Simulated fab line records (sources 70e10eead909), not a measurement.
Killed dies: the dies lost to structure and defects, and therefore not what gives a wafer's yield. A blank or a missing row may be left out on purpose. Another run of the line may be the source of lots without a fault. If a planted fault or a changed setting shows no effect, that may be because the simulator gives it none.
Chamber matching -- flow nand harc -- NHARC_THIN_TSV_ETCH_44 on rie diel-02 has 4 sister chambers
The step etches the open film in CF4/O2, target depth 1594.2 nm, time 797.1 s. 17 wafers are shown with their chamber, then 8 later ones without.

## WAFERS WITH THEIR CHAMBER
wafer,chamber,showerhead plenum p Torr (Torr),drypump motor current A (A),rf vpp V (V)
L869.3,3,1.82,5.7,791
L869.5,3,1.82,5.7,794
L869.6,2,1.90,6.2,798
L873.2,2,1.90,6.2,798
L873.3,3,1.82,5.7,793
L873.6,2,1.90,6.2,798
L876.1,2,1.90,6.2,797
L876.4,1,1.85,6.7,794
L876.6,1,1.85,6.7,796
L882.1,0,1.96,6.3,802
L882.3,2,1.90,6.2,798
L882.5,2,1.89,6.2,800
L880.3,1,1.85,6.6,794
L887.1,3,1.82,5.7,794
L887.3,0,1.96,6.3,803
L887.4,1,1.85,6.7,795
L892.1,0,1.96,6.4,804

SIGNATURES, as means of the wafers listed above
reading,chamber 0,chamber 1,chamber 2,chamber 3,scatter within a chamber
showerhead plenum p Torr,1.9600,1.8500,1.8983,1.8200,0.00253
drypump motor current A,6.333,6.675,6.200,5.700,0.033
rf vpp V,803.00,794.75,798.17,793.00,1.09
Rule: distance of a wafer from a chamber = root of the sum over the readings of ((wafer's reading minus chamber's mean) / reading's scatter) squared. If the next closest chamber is less than 2 further off than the closest, the wafer can't be placed; otherwise it belongs to the closest. How the scatter is found: for the shown wafers, subtract from each reading the mean of its chamber, square and add these, divide the total by (wafers less chambers), then take the root.

## WAFERS WHOSE CHAMBER IS MISSING
wafer,showerhead plenum p Torr (Torr),drypump motor current A (A),rf vpp V (V)
L892.2,1.81,5.7,793
L892.5,1.89,6.2,799
L889.2,1.96,6.4,801
L889.4,1.89,6.2,798
L889.6,1.96,6.4,802
L891.1,1.96,6.3,802
L891.5,1.96,6.4,803
L891.6,1.84,6.7,796

## WHICH CHAMBER EACH ONE RAN IN
wafer,from the rows above,in truth
L892.2,3,3
L892.5,2,2
L889.2,0,0
L889.4,2,2
L889.6,0,0
L891.1,0,0
L891.5,0,0
L891.6,1,1
Correctly placed: 8 of 8. From these rows, 0 cannot be placed. Number placed wrongly: 0.
